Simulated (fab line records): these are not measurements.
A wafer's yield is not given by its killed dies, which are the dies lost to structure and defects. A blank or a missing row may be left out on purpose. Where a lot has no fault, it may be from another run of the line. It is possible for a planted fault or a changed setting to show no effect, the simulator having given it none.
Matching of chambers + flow nand_harc + 4 sister chambers for NHARC_P_STI_ETCH_42 on rie_diel-10
The step etches the open film in N2/H2, target depth 80 nm, overetch 24 nm, time 61 s. 4 wafers are shown with their chamber, then 11 later ones without.

EACH WAFER AND ITS CHAMBER
| wafer  | chamber | showerhead_plenum_p_Torr (Torr) |
|--------|---------|---------------------------------|
| L088.6 | 3       | 1.97                            |
| L089.2 | 2       | 2.21                            |
| L089.3 | 1       | 2.01                            |
| L090.2 | 0       | 2.01                            |

WAFERS MISSING THEIR CHAMBER
| wafer  | showerhead_plenum_p_Torr (Torr) |
|--------|---------------------------------|
| L090.3 | 2.01                            |
| L090.4 | 1.97                            |
| L095.3 | 2.01                            |
| L095.5 | 2.01                            |
| L095.6 | 2.01                            |
| L096.1 | 2.01                            |
| L096.2 | 2.01                            |
| L096.5 | 2.01                            |
| L097.3 | 2.01                            |
| L097.4 | 2.20                            |
| L097.5 | 2.20                            |

THE CHAMBER EACH PASSED THROUGH
| wafer  | from the rows above     | in truth |
|--------|-------------------------|----------|
| L090.3 | can't be placed: 0 or 1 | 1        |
| L090.4 | 3                       | 3        |
| L095.3 | can't be placed: 0 or 1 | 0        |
| L095.5 | can't be placed: 0 or 1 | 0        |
| L095.6 | can't be placed: 0 or 1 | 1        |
| L096.1 | can't be placed: 0 or 1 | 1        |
| L096.2 | can't be placed: 0 or 1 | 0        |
| L096.5 | can't be placed: 0 or 1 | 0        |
| L097.3 | can't be placed: 0 or 1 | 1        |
| L097.4 | 2                       | 2        |
| L097.5 | 2                       | 2        |
Placed correctly: 3 of 11. These rows do not allow placing 8 (true chamber among the candidates in 8). Wrongly placed: 0.
How it was worked out, from the rows above alone: a wafer's distance from a chamber is the root of the sum, over the readings, of the square of ((its reading less the chamber's mean) divided by the reading's scatter). The wafer belongs to the nearest chamber; if the next one is less than 2 further off, it can't be placed. The mean given for a chamber averages the wafers shown for that chamber. The scatter (one wafer shown for each chamber): square how far every hidden wafer sits from the nearest shown wafer, average those squares and take the square root.
